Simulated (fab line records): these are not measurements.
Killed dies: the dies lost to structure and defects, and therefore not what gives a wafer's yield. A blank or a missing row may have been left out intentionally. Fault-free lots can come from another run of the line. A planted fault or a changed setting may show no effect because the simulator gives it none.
fab line records    flow nand_harc    part 1 of 2: steps 1 to 22 of 35
[record] lots = 5  wafers = 15  last_day = 32
route steps=1302 shown A_BLC@1115 A_M0@1137
lots that met no fault: taken from a fault-free run of the same line
start_h: the number of hours between the record's first day and the start of the first shown wafer of the lot    wait_h: how many hours have passed since the lot's step before this one    " identical to the entry in the row above    L1.1+2: a single row standing in for several wafers    - no value, or no start given    * or withheld: withheld    < > ~ a bound
route shown NAME@n: NAME is a module with steps in the file, n the number in the route of the first one    usual: mean/standard deviation of fault-free wafers    same: alike in all rows    chamber/n: place in a boat    sites: the reading at each site    _std_site: standard deviation of those values    _edge_site: inner sites' mean taken away from outer sites' mean    radius_mm: how far each site lies from the wafer's centre    mask NAME#n: copy n    behind: the tool/chamber that last shaped the wafer    hold: why the lot went on hold/how many hours it stayed there/how the hold came to an end    device: the n, p or np transistor that did not switch    end of line: tests run on the same wafers once the route is complete    a step with no rows: only its recipe    killed: not the wafer's yield, but the dies lost to structure and defects at the first sort    map: dies across one wafer; x = killed, . = not, _ = none there
set.NAME: setting as actually run; set.NAME@STEP: the setting as run at that earlier step    model.NAME: the simulator's own value behind a step, which no gauge read
lots at selected steps of the route; one table per step, one row per wafer
services: when a tool's chamber went out of use (start_h, in hours from the record's first day, below 0 if earlier), for how many hours, and the reason
[[steps]]
[step NHARC_A_BLC_PEB_08]
[recipe] peb_temp_c = 100  peb_time_s = 65
[usual] plate_temp_C = 100.04/0.11
lot.wafer  tool            chamber  start_h  wait_h  plate_temp_C
L077.1     litho_track-04  0        533.45   0.1     99.85
L077.4     "               0        "        "       100.11
L077.5     "               0        "        "       99.92
L085.4     litho_track-06  0        618.32   0.1     100.03
L085.5     "               0        "        "       99.98
L085.6     "               0        "        "       100.04
L089.2     litho_track-06  0        663.03   0.1     100.07
L089.4     "               0        "        "       100.17
L089.5     "               0        "        "       100.03
L092.4     litho_track-01  0        708.79   0.1     99.75
L092.5     "               0        "        "       99.93
L092.6     "               0        "        "       99.95
L095.1     litho_track-04  0        718.35   0.1     100.03
L095.4     "               0        "        "       100.04
L095.5     "               0        "        "       100.11
[step NHARC_A_BLC_DEVELOP_09]
[recipe] develop_time_s = 35  dev_temp_c = 23
[same] develop_time_s = 35
lot.wafer   tool            chamber  start_h  wait_h
L077.1+4+5  litho_track-04  0        -        -
L085.4+5+6  litho_track-06  0        -        -
L089.2+4+5  litho_track-06  0        -        -
L092.4+5+6  litho_track-01  0        -        -
L095.1+4+5  litho_track-04  0        -        -
[step NHARC_A_BLC_CD_MEAS_10]
[recipe] target_cd_nm = 100  landing_energy_ev = 500
[usual] cd_nm = 100.4/0.67
lot.wafer  tool       chamber  start_h  wait_h  cd_nm
L077.1     cd_sem-03  0        533.53   -       100.9
L077.4     "          0        "        "       100.1
L077.5     "          0        "        "       101.0
L085.4     cd_sem-02  0        618.41   -       99.8
L085.5     "          0        "        "       100.0
L085.6     "          0        "        "       100.0
L089.2     cd_sem-02  0        663.11   -       99.3
L089.4     "          0        "        "       99.2
L089.5     "          0        "        "       98.9
L092.4     cd_sem-01  0        708.87   -       100.5
L092.5     "          0        "        "       100.7
L092.6     "          0        "        "       99.8
L095.1     cd_sem-03  0        718.43   -       99.7
L095.4     "          0        "        "       100.6
L095.5     "          0        "        "       100.3
[step NHARC_A_BLC_OVL_MEAS_11]
[usual] overlay_x_nm = -0.2/0.86  overlay_y_nm = 0.1/1
lot.wafer  tool        chamber  start_h  wait_h  overlay_x_nm  overlay_y_nm
L077.1     overlay-01  -        533.61   -       -1.1          1.2
L077.4     "           -        "        "       -1.5          1.0
L077.5     "           -        "        "       -1.1          1.0
L085.4     overlay-01  -        618.49   -       -0.1          0.9
L085.5     "           -        "        "       0.1           0.8
L085.6     "           -        "        "       0.5           0.8
L089.2     overlay-02  -        663.19   -       1.1           1.8
L089.4     "           -        "        "       0.7           2.2
L089.5     "           -        "        "       1.2           1.6
L092.4     overlay-01  -        708.96   -       -1.0          -0.4
L092.5     "           -        "        "       -1.5          -0.2
L092.6     "           -        "        "       -1.4          -0.5
L095.1     overlay-01  -        718.52   -       0.9           -0.6
L095.4     "           -        "        "       0.7           -0.7
L095.5     "           -        "        "       1.1           -0.8
[step NHARC_A_BLC_INSPECT_12]
[usual] raw_defect_count = 82/40
lot.wafer  tool               chamber  start_h  wait_h  raw_defect_count
L077.1     defect_inspect-01  -        533.65   0.0     74
L077.4     "                  -        "        "       72
L077.5     "                  -        "        "       82
L085.4     defect_inspect-01  -        618.53   0.0     70
L085.5     "                  -        "        "       86
L085.6     "                  -        "        "       69
L089.2     defect_inspect-01  -        663.23   0.0     116
L089.4     "                  -        "        "       119
L089.5     "                  -        "        "       124
L092.4     defect_inspect-02  -        708.99   0.0     61
L092.5     "                  -        "        "       61
L092.6     "                  -        "        "       64
L095.1     defect_inspect-01  -        718.56   0.0     35
L095.4     "                  -        "        "       42
L095.5     "                  -        "        "       31
[step NHARC_A_BLC_DESCUM_15]
[recipe] time_s = 3  o2_flow_sccm = 200  ar_flow_sccm = 0  bias_power_w = 0  chemistry = O2
[usual] drypump_motor_current_A = 5.4/0.45  oes_product_au = 1.000/0.012  rf_vpp_V = 57.8/0.91  showerhead_plenum_p_Torr = 1.91/0.089  throttle_valve_pct = 11.311/0.0094
lot.wafer  tool         chamber  start_h  wait_h  drypump_motor_current_A  oes_product_au  rf_hours_counter_h  rf_vpp_V  showerhead_plenum_p_Torr  throttle_valve_pct
L077.4     rie_diel-10  2        533.72   0.1     5.2                      1.013           6                   58.0      1.99                      11.305
L077.1     "            0        "        "       5.0                      1.013           7                   57.4      1.89                      11.330
L077.5     "            2        "        "       5.2                      1.024           -                   57.1      1.99                      11.295
L085.4     rie_diel-04  3        618.66   0.1     5.2                      1.008           7                   57.3      2.01                      11.323
L085.6     "            0        "        "       5.8                      0.983           -                   57.1      1.95                      11.313
L085.5     "            1        "        "       6.4                      1.001           -                   58.7      2.01                      11.302
L089.4     rie_diel-01  3        663.29   0.1     5.8                      1.002           27                  58.0      2.03                      11.312
L089.2     "            2        "        "       5.7                      0.998           32                  58.6      2.07                      11.320
L089.5     "            0        "        "       5.4                      0.981           -                   58.5      1.91                      11.318
L092.4     rie_diel-10  3        709.07   0.1     5.1                      0.980           5                   57.6      1.78                      11.307
L092.5     "            1        "        "       5.1                      0.994           -                   56.4      1.81                      11.322
L092.6     "            2        "        "       5.2                      0.982           -                   57.8      1.98                      11.314
L095.1     rie_diel-01  2        718.63   0.1     5.7                      0.990           50                  57.8      2.06                      11.312
L095.4     "            3        "        "       5.8                      1.006           43                  58.5      2.03                      11.300
L095.5     "            0        "        "       5.4                      0.979           -                   57.4      1.90                      11.309
[step NHARC_A_BLC_ETCH_16]
[recipe] target_depth_a = 390  over_etch_frac = 0.3  time_s = 65  ion_energy_ev = 80  cf4_flow_sccm = 150  ar_flow_sccm = 0  rf_w = 300  bias_w = 100  chemistry = CF4
[usual] drypump_motor_current_A = 5.4/0.42  oes_product_au = 1.001/0.013  rf_vpp_V = 151.3/1.3  showerhead_plenum_p_Torr = 1.76/0.079  throttle_valve_pct = 13.284/0.0095
lot.wafer  tool         chamber  start_h  wait_h  drypump_motor_current_A  oes_product_au  rf_hours_counter_h  rf_vpp_V  showerhead_plenum_p_Torr  throttle_valve_pct
L077.1     rie_diel-10  0        533.94   0.2     5.0                      1.007           7                   153.4     1.75                      13.284
L077.4     "            1        "        "       5.1                      1.020           6                   149.6     1.68                      13.284
L077.5     "            2        "        "       5.2                      1.016           -                   152.5     1.83                      13.290
L085.4     rie_diel-04  0        618.74   0.1     5.8                      0.980           7                   151.0     1.80                      13.306
L085.6     "            1        "        "       6.4                      0.997           -                   152.3     1.85                      13.295
L085.5     "            2        "        "       5.2                      1.010           -                   150.2     1.70                      13.281
L089.4     rie_diel-01  2        663.38   0.1     5.7                      0.987           32                  153.8     1.90                      13.286
L089.2     "            1        "        "       6.3                      0.999           33                  150.2     1.65                      13.286
L089.5     "            2        "        "       5.7                      0.991           -                   153.7     1.90                      13.286
L092.4     rie_diel-10  0        709.38   0.3     5.0                      0.996           5                   152.0     1.75                      13.281
L092.5     "            2        "        "       5.2                      1.009           -                   152.3     1.83                      13.280
L092.6     "            3        "        "       5.1                      0.982           -                   150.5     1.65                      13.285
L095.1     rie_diel-01  3        718.81   0.2     5.8                      1.021           43                  152.4     1.87                      13.286
L095.4     "            0        "        "       5.4                      0.997           46                  152.0     1.76                      13.288
L095.5     "            0        "        "       5.4                      0.991           -                   151.6     1.76                      13.273
[step NHARC_A_BLC_ETCH_17]
[recipe] target_depth_a = 3900  over_etch_frac = 0.25  time_s = 609.38  ion_energy_ev = 200  n2_flow_sccm = 150  h2_flow_sccm = 150  ar_flow_sccm = 0  rf_w = 400  bias_w = 150  chemistry = N2/H2
[usual] drypump_motor_current_A = 5.4/0.46  h2_flow_sccm = 149.9/0.43  oes_product_au = 1.002/0.012  rf_vpp_V = 430.5/2.8  showerhead_plenum_p_Torr = 2.03/0.1  throttle_valve_pct = 14.171/0.0089
lot.wafer  tool         chamber  start_h  wait_h  drypump_motor_current_A  h2_flow_sccm  oes_product_au  rf_hours_counter_h  rf_vpp_V  showerhead_plenum_p_Torr  throttle_valve_pct
L077.4     rie_diel-10  1        -        -       5.1                      150.0         1.003           6                   427.3     1.93                      14.171
L077.1     "            2        "        "       5.2                      149.9         1.014           6                   433.0     2.12                      14.176
L077.5     "            0        "        "       5.0                      149.5         1.018           -                   429.8     2.01                      14.176
L085.4     rie_diel-04  3        -        -       5.2                      150.1         1.014           7                   432.8     2.15                      14.171
L085.5     "            3        "        "       5.2                      149.8         1.013           -                   434.4     2.15                      14.161
L085.6     "            0        "        "       5.8                      149.6         0.978           -                   431.6     2.08                      14.155
L089.4     rie_diel-01  0        -        -       5.4                      150.5         0.977           31                  429.8     2.03                      14.163
L089.2     "            2        "        "       5.7                      150.8         0.989           33                  432.9     2.21                      14.173
L089.5     "            1        "        "       6.4                      150.1         1.006           -                   427.4     1.89                      14.166
L092.4     rie_diel-10  0        -        -       5.0                      150.3         1.005           5                   431.0     2.01                      14.175
L092.6     "            0        "        "       5.0                      149.4         1.007           -                   430.0     2.01                      14.176
L092.5     "            1        "        "       5.2                      149.7         1.006           -                   426.9     1.93                      14.166
L095.1     rie_diel-01  1        -        -       6.3                      149.9         0.997           50                  425.8     1.89                      14.183
L095.4     "            0        "        "       5.4                      150.4         0.985           46                  429.5     2.03                      14.168
L095.5     "            1        "        "       6.3                      150.1         0.995           -                   426.6     1.89                      14.175
[step NHARC_A_BLC_ETCH_18]
[recipe] target_depth_a = 9100  c4f8_flow_sccm = 20  o2_flow_sccm = 10  ar_flow_sccm = withheld  rf_w = 600  bias_w = 1500  chemistry = C4F8/O2/Ar
[usual] oes_product_au = 0.940/0.021  rf_vpp_V = 978/6.1
lot.wafer  tool         chamber  start_h  wait_h  oes_product_au  rf_hours_counter_h  rf_vpp_V
L077.1     rie_diel-10  2        -        -       0.949           6                   983
L077.4     "            3        "        "       0.906           7                   970
L077.5     "            2        "        "       0.961           -                   983
L085.4     rie_diel-04  2        -        -       0.929           7                   973
L085.6     "            3        "        "       0.940           -                   986
L085.5     "            0        "        "       0.914           -                   980
L089.4     rie_diel-01  2        -        -       0.909           33                  987
L089.2     "            3        "        "       0.928           27                  985
L089.5     "            0        "        "       0.908           -                   977
L092.4     rie_diel-10  0        -        -       0.963           5                   976
L092.6     "            3        "        "       0.947           -                   968
L092.5     "            0        "        "       0.961           -                   976
L095.4     rie_diel-01  2        -        -       0.925           50                  989
L095.1     "            3        "        "       0.934           44                  986
L095.5     "            0        "        "       0.918           -                   977
[step NHARC_A_BLC_CD_MEAS_19]
[usual] cd_nm = 99.7/1.9
lot.wafer  tool       chamber  start_h  wait_h  cd_nm
L077.1     cd_sem-03  -        534.84   -       100.8
L077.4     "          -        "        "       97.8
L077.5     "          -        "        "       100.6
L085.4     cd_sem-02  -        619.62   -       100.7
L085.5     "          -        "        "       100.9
L085.6     "          -        "        "       99.8
L089.2     cd_sem-02  -        664.26   -       98.5
L089.4     "          -        "        "       98.0
L089.5     "          -        "        "       101.0
L092.4     cd_sem-03  -        710.43   -       97.9
L092.5     "          -        "        "       100.0
L092.6     "          -        "        "       99.3
L095.1     cd_sem-03  -        719.71   -       100.7
L095.4     "          -        "        "       98.3
L095.5     "          -        "        "       100.6
[step NHARC_A_BLC_STRIP_29]
[recipe] cf4_flow_sccm = 150  ar_flow_sccm = 0  bias_w = 0  chemistry = CF4
[usual] drypump_motor_current_A = 5.4/0.46  oes_product_au = 1.003/0.012  rf_vpp_V = 59.3/0.89  showerhead_plenum_p_Torr = 1.76/0.077  throttle_valve_pct = 13.284/0.0092
lot.wafer  tool         chamber  start_h  wait_h  drypump_motor_current_A  oes_product_au  rf_hours_counter_h  rf_vpp_V  showerhead_plenum_p_Torr  throttle_valve_pct
L077.1     rie_diel-10  0        534.92   0.1     5.0                      1.009           7                   58.9      1.75                      13.279
L077.4     "            3        "        "       5.1                      0.982           7                   57.8      1.66                      13.280
L077.5     "            0        "        "       5.0                      1.010           -                   57.9      1.75                      13.293
L085.4     rie_diel-10  0        619.69   0.1     5.0                      1.008           1                   58.3      1.75                      13.271
L085.6     "            3        "        "       5.1                      0.989           -                   58.7      1.66                      13.283
L085.5     "            0        "        "       5.0                      1.000           -                   59.7      1.75                      13.280
L089.2     rie_diel-04  0        664.33   0.1     5.8                      1.000           11                  61.1      1.80                      13.286
L089.4     "            3        "        "       5.2                      1.014           12                  59.1      1.85                      13.280
L089.5     "            1        "        "       6.4                      1.010           -                   59.3      1.85                      13.287
L092.4     rie_diel-10  3        710.53   0.1     5.1                      0.991           6                   59.5      1.65                      13.272
L092.5     "            0        "        "       5.0                      1.015           -                   59.5      1.75                      13.288
L092.6     "            1        "        "       5.1                      1.006           -                   58.9      1.68                      13.272
L095.4     rie_diel-04  2        719.79   0.1     5.2                      0.996           0                   58.3      1.69                      13.298
L095.1     "            0        "        "       5.8                      0.989           0                   59.6      1.80                      13.282
L095.5     "            1        "        "       6.5                      0.983           -                   59.8      1.85                      13.275
[step NHARC_A_BLC_STRIP_21]
[recipe] o2_flow_sccm = 500  ar_flow_sccm = 0  bias_w = 0  chemistry = O2
[usual] drypump_motor_current_A = 5.4/0.45  oes_product_au = 1.001/0.011  rf_vpp_V = 57.6/0.91  showerhead_plenum_p_Torr = 3.51/0.16  throttle_valve_pct = 17.036/0.009
lot.wafer  tool         chamber  start_h  wait_h  drypump_motor_current_A  oes_product_au  rf_hours_counter_h  rf_vpp_V  showerhead_plenum_p_Torr  throttle_valve_pct
L077.1     rie_diel-10  3        535.04   0.1     5.1                      0.992           7                   58.3      3.31                      17.043
L077.4     "            0        "        "       5.0                      1.005           7                   57.4      3.49                      17.036
L077.5     "            2        "        "       5.2                      1.021           -                   59.5      3.66                      17.040
L085.4     rie_diel-10  1        619.81   0.1     5.1                      0.994           1                   55.6      3.36                      17.027
L085.6     "            3        "        "       5.1                      1.002           -                   56.2      3.30                      17.039
L085.5     "            0        "        "       5.0                      1.009           -                   57.4      3.48                      17.038
L089.4     rie_diel-04  2        664.44   0.1     5.2                      1.014           12                  57.3      3.38                      17.057
L089.2     "            1        "        "       6.5                      1.006           9                   57.3      3.69                      17.040
L089.5     "            3        "        "       5.2                      1.009           -                   59.9      3.69                      17.035
L092.4     rie_diel-10  2        710.61   0.1     5.3                      1.009           6                   59.1      3.65                      17.037
L092.5     "            2        "        "       5.2                      0.999           -                   59.5      3.65                      17.031
L092.6     "            3        "        "       5.1                      1.000           -                   57.3      3.30                      17.038
L095.1     rie_diel-04  0        719.89   0.1     5.8                      0.981           0                   57.1      3.58                      17.034
L095.4     "            1        "        "       6.5                      0.992           0                   59.0      3.69                      17.045
L095.5     "            1        "        "       6.5                      0.989           -                   58.4      3.69                      17.041
[step NHARC_A_BLC_STRIP_22]
[recipe] time_s = 600  temp_c = 30  chemistry = post_etch_residue_remover
[usual] bath_heat_duty_pct = 12.8/1.5
lot.wafer  tool          chamber  start_h  wait_h  bath_heat_duty_pct
L077.1     wet_bench-01  7        535.19   -       14.3
L077.5     "             1        "        "       12.0
L077.4     "             2        "        "       10.0
L085.5     wet_bench-04  0        619.95   -       15.0
L085.4     "             1        "        "       12.9
L085.6     "             2        "        "       11.5
L089.2     wet_bench-04  6        664.59   -       10.6
L089.5     "             7        "        "       14.4
L089.4     "             1        "        "       14.0
L092.4     wet_bench-03  0        710.78   -       13.2
L092.5     "             1        "        "       11.9
L092.6     "             3        "        "       13.9
L095.5     wet_bench-04  5        720.08   -       11.9
L095.4     "             6        "        "       10.9
L095.1     "             7        "        "       14.7
[step NHARC_A_BLC_DEGAS_30]
[recipe] temp_c = 300  time_s = 60
[usual] heater_power_w = 465/38
lot.wafer  tool            chamber  start_h  wait_h  heater_power_w
L077.1     pvd_sputter-01  -        535.44   -       461
L077.4     "               -        "        "       506
L077.5     "               -        "        "       478
L085.4     pvd_sputter-03  -        620.21   -       424
L085.5     "               -        "        "       409
L085.6     "               -        "        "       472
L089.4     pvd_sputter-02  -        664.86   -       470
L089.2     "               -        "        "       481
L089.5     "               -        "        "       465
L092.4     pvd_sputter-02  -        711.06   -       466
L092.6     "               -        "        "       470
L092.5     "               -        "        "       435
L095.4     pvd_sputter-02  -        720.36   -       464
L095.1     "               -        "        "       425
L095.5     "               -        "        "       466
[step NHARC_A_BLC_PRE_CLEAN_31]
[recipe] time_s = 15  bias_v = 250  gas = Ar
lot.wafer   tool            chamber  start_h  wait_h
L077.1+4+5  pvd_sputter-01  -        -        -
L085.4+6+5  pvd_sputter-03  -        -        -
L089.4+2+5  pvd_sputter-02  -        -        -
L092.4+5+6  pvd_sputter-02  -        -        -
L095.4+1+5  pvd_sputter-02  -        -        -
[step NHARC_A_BLC_PVD_32]
[recipe] target_thk_a = 50  chamber_pressure_pa = 5  power_w = 5000  substrate_temp_c = 200  time_s = 17.7  material = Ti
[usual] throttle_valve_pct = 30.0/0.8
lot.wafer  tool            chamber  start_h  wait_h  throttle_valve_pct
L077.4     pvd_sputter-01  -        -        -       30.5
L077.1     "               -        "        "       30.3
L077.5     "               -        "        "       30.3
L085.4     pvd_sputter-03  -        -        -       29.1
L085.6     "               -        "        "       30.1
L085.5     "               -        "        "       30.5
L089.2     pvd_sputter-02  -        -        -       32.2
L089.4     "               -        "        "       29.0
L089.5     "               -        "        "       29.9
L092.4     pvd_sputter-02  -        -        -       30.1
L092.6     "               -        "        "       30.5
L092.5     "               -        "        "       29.0
L095.4     pvd_sputter-02  -        -        -       31.9
L095.1     "               -        "        "       29.7
L095.5     "               -        "        "       29.2
[step NHARC_A_BLC_ALD_23]
[recipe] target_thk_a = 30  pulse_time_s = 1  ald_cycles = 150  temp_c = 450  material = TiN
[usual] heater_power_w = 1090/75  precursor_pulse_height_rel = 1.001/0.019
lot.wafer  tool          chamber  start_h  wait_h  heater_power_w  precursor_pulse_height_rel
L077.4     ald_metal-04  1        535.69   -       1207            0.990
L077.1     "             0        "        "       1024            0.946
L077.5     "             1        "        "       1195            1.003
L085.4     ald_metal-01  0        620.45   -       1002            1.020
L085.5     "             0        "        "       1030            0.993
L085.6     "             1        "        "       1045            0.966
L089.2     ald_metal-01  2        665.13   -       995             1.006
L089.5     "             2        "        "       994             1.003
L089.4     "             0        "        "       1052            0.981
L092.4     ald_metal-04  2        711.34   -       1137            1.007
L092.5     "             3        "        "       1137            1.010
L092.6     "             0        "        "       1064            0.979
L095.4     ald_metal-04  2        720.60   -       1139            1.021
L095.1     "             3        "        "       1152            1.001
L095.5     "             3        "        "       1120            0.997
[step NHARC_A_BLC_CVD_24]
[recipe] target_thk_a = 1500  temp_c = 300  pressure_torr = 40  wf6_flow_sccm = 40  h2_flow_sccm = 1600  ar_flow_sccm = 1560  time_s = 434  material = W
[usual] heater_power_w = 500/53  throttle_valve_pct = 7.96/0.2
lot.wafer  tool      chamber  start_h  wait_h  heater_power_w  throttle_valve_pct
L077.1     cvd_w-02  1        -        -       578             8.03
L077.4     "         0        "        "       506             8.23
L077.5     "         0        "        "       511             7.83
L085.4     cvd_w-02  1        -        -       595             7.78
L085.5     "         1        "        "       574             7.78
L085.6     "         0        "        "       513             8.23
L089.2     cvd_w-02  0        -        -       496             7.98
L089.4     "         0        "        "       492             7.70
L089.5     "         0        "        "       492             7.73
L092.4     cvd_w-01  1        -        -       410             7.93
L092.5     "         1        "        "       419             8.19
L092.6     "         0        "        "       471             8.27
L095.1     cvd_w-01  0        -        -       467             8.12
L095.4     "         1        "        "       412             8.20
L095.5     "         1        "        "       406             8.17
[step NHARC_A_BLC_CMP_25]
[recipe] t_overpolish_s = 30  target_thk_nm = 150
[usual] motor_current_A = 11.8/1.2  overpolish_run_s = 30.000/0.0093  time_to_endpoint_s = 30.9/2.6
[same] t_overpolish_s = 30
lot.wafer  tool    chamber  start_h  wait_h  motor_current_A  overpolish_run_s  time_to_endpoint_s
L077.1     cmp-03  1        536.45   0.4     11.4             30.013            29.6
L077.4     "       2        "        "       10.8             29.990            31.8
L077.5     "       0        "        "       12.0             30.013            25.9
L085.4     cmp-04  2        621.21   0.3     10.6             29.987            27.0
L085.5     "       1        "        "       11.7             29.988            34.2
L085.6     "       2        "        "       10.8             30.013            27.1
L089.2     cmp-01  1        665.90   0.4     10.7             29.989            32.3
L089.4     "       2        "        "       11.3             30.005            30.3
L089.5     "       0        "        "       11.2             29.999            32.8
L092.4     cmp-04  3        712.09   0.4     14.4             29.985            32.7
L092.5     "       0        "        "       12.5             29.994            32.7
L092.6     "       1        "        "       11.7             30.009            36.9
L095.1     cmp-04  1        721.46   0.5     11.9             29.998            35.7
L095.4     "       2        "        "       10.8             29.997            29.2
L095.5     "       3        "        "       14.2             30.002            33.5
[step NHARC_A_BLC_SRD_27]
lot.wafer   tool          chamber  start_h  wait_h
L077.4+1+5  wet_bench-01  7,2,3    536.75   0.0
L085.4+6+5  wet_bench-03  4,6,7    621.50   0.0
L089.5+4+2  wet_bench-04  0,1,3    666.20   0.0
L092.4+5+6  wet_bench-03  6,2,3    712.34   0.0
L095.4+5+1  wet_bench-01  4,5,0    721.73   0.0
[step NHARC_A_BLC_INSPECT_28]
[usual] raw_defect_count = 502/97
lot.wafer  tool               chamber  start_h  wait_h  raw_defect_count
L077.1     defect_inspect-01  -        536.83   0.1     459
L077.4     "                  -        "        "       445
L077.5     "                  -        "        "       383
L085.4     defect_inspect-02  -        621.58   0.1     663
L085.5     "                  -        "        "       461
L085.6     "                  -        "        "       576
L089.2     defect_inspect-01  -        666.28   0.1     453
L089.4     "                  -        "        "       541
L089.5     "                  -        "        "       405
L092.4     defect_inspect-01  -        712.42   0.1     505
L092.5     "                  -        "        "       459
L092.6     "                  -        "        "       730
L095.1     defect_inspect-02  -        721.82   0.1     398
L095.4     "                  -        "        "       409
L095.5     "                  -        "        "       417
[step NHARC_A_M0_DEP_00]
[recipe] target_thk_a = 1500  target_thk_nm = 150  temp_c = withheld  pressure_torr = 5  flow_sccm = 200  rf_w = 600  material = SiOC
lot.wafer   tool      chamber  start_h  wait_h
L077.1+5+4  pecvd-04  1,1,2    536.90   0.1
L085.5+6+4  pecvd-02  1,2,0    621.81   0.2
L089.2+5+4  pecvd-04  2,1,2    666.43   0.2
L092.5+6+4  pecvd-04  0,1,2    712.62   0.2
L095.1+4+5  pecvd-04  0,0,1    721.93   0.1
